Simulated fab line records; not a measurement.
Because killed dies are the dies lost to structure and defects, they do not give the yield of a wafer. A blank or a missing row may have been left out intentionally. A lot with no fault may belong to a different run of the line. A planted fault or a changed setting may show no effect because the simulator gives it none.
Problem report, 8D (eight disciplines) form, completed by code | flow n5_finfet | the parts of the form that need people (team, actions taken, sign-off) are left out

1. THE PROBLEM
oes_product_au at N5_BEOL_M14_ETCH_38 reads a mean of 1.16 a.u. on 2 wafers of 2 lots; wafers without a fault read 0.79 a.u. with a standard deviation of 0.064. Measured from the usual mean, that is +5.8 standard deviations.
The step: etches SiCN in CF4/N2, target depth 106.5 nm, time 120.6 s.
Earliest sighting: wafer L469.2 on rie_diel-05 at day 15 04:13. The record holds 16 wafers of 6 lots with a number at this step. Rule for "out", or "out of limits": more than 4 standard deviations from the usual mean. The other wafers with a number count as sound.

2. WHAT IT IS AND WHAT IT IS NOT
question                    | is                | is not
which readings at this step | oes_product_au    | drypump_motor_current_A, rf_fwd_power_W, rf_vpp_V, showerhead_plenum_p_Torr, throttle_valve_pct
which lots                  | L469, L470        | L456, L461, L474, L478
which wafers of those lots  | L469.2, L470.1    | L469.3, L470.6
read on which tools         | rie_diel-05       | rie_diel-04
when                        | from day 15 04:13 | up to then (7 sound wafers); but 7 sound wafers of L470, L474, L478 came after

3. SUSPECTS, AND WHAT RULES EACH OUT
Counting: a tool at a process step up to the reading stays a suspect if it ran every lot that is out. Sound lots after the first of them don't rule it out here, since some wafers of a struck lot are sound.
- rie_diel-05 at N5_BEOL_M14_STRIP_37 (strips in O2): kept. It processed each lot that is out (first: L469, day 15 04:10); up to then, its last sound lot is L456 (day 12 03:45).
- rie_diel-05 at N5_BEOL_M14_ETCH_38 (etches SiCN in CF4/N2, target depth 106.5 nm, time 120.6 s): kept. It processed each lot that is out (first: L469, day 15 04:13); up to then, its last sound lot is L456 (day 12 03:47). Out on those wafers are its own readings of oes_product_au.
What counting leaves: rie_diel-05 at N5_BEOL_M14_STRIP_37 and rie_diel-05 at N5_BEOL_M14_ETCH_38.

4. THE CAUSE (what the simulator had put in)
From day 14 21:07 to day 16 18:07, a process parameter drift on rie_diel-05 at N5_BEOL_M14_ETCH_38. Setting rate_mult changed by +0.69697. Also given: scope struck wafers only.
Counting left 2 suspects, and this tool is among them.

5. THE CHAIN OF EFFECTS, in route order
Rows list readings where the struck wafers' mean (over those with a number) sits beyond 3 standard deviations from the usual. Readings are gone through only where the record gives a usual standard deviation; hours: the median, over the lots, of the time from a lot's start at the first step in this table giving one to that lot's start at this step; sigmas: the change measured in usual standard deviations.
hours | step                | reading        | usual     | on struck wafers | change | sigmas
0     | N5_BEOL_M14_ETCH_38 | oes_product_au | 0.79 a.u. | 1.16             | +0.37  | +5.8
The process steps in it:
- N5_BEOL_M14_ETCH_38: etches SiCN in CF4/N2, target depth 106.5 nm, time 120.6 s.
Later steps that measure or inspect, where all struck wafers having a row at the step show a number for every such reading and not one has moved that far: N5_BEOL_M14_THK_MEAS_50.

6. HOW IT WOULD HAVE BEEN CAUGHT EARLIER
7 hours passed between the start of the fault at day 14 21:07 and the first reading out of limits in this record, taken at day 15 04:13.
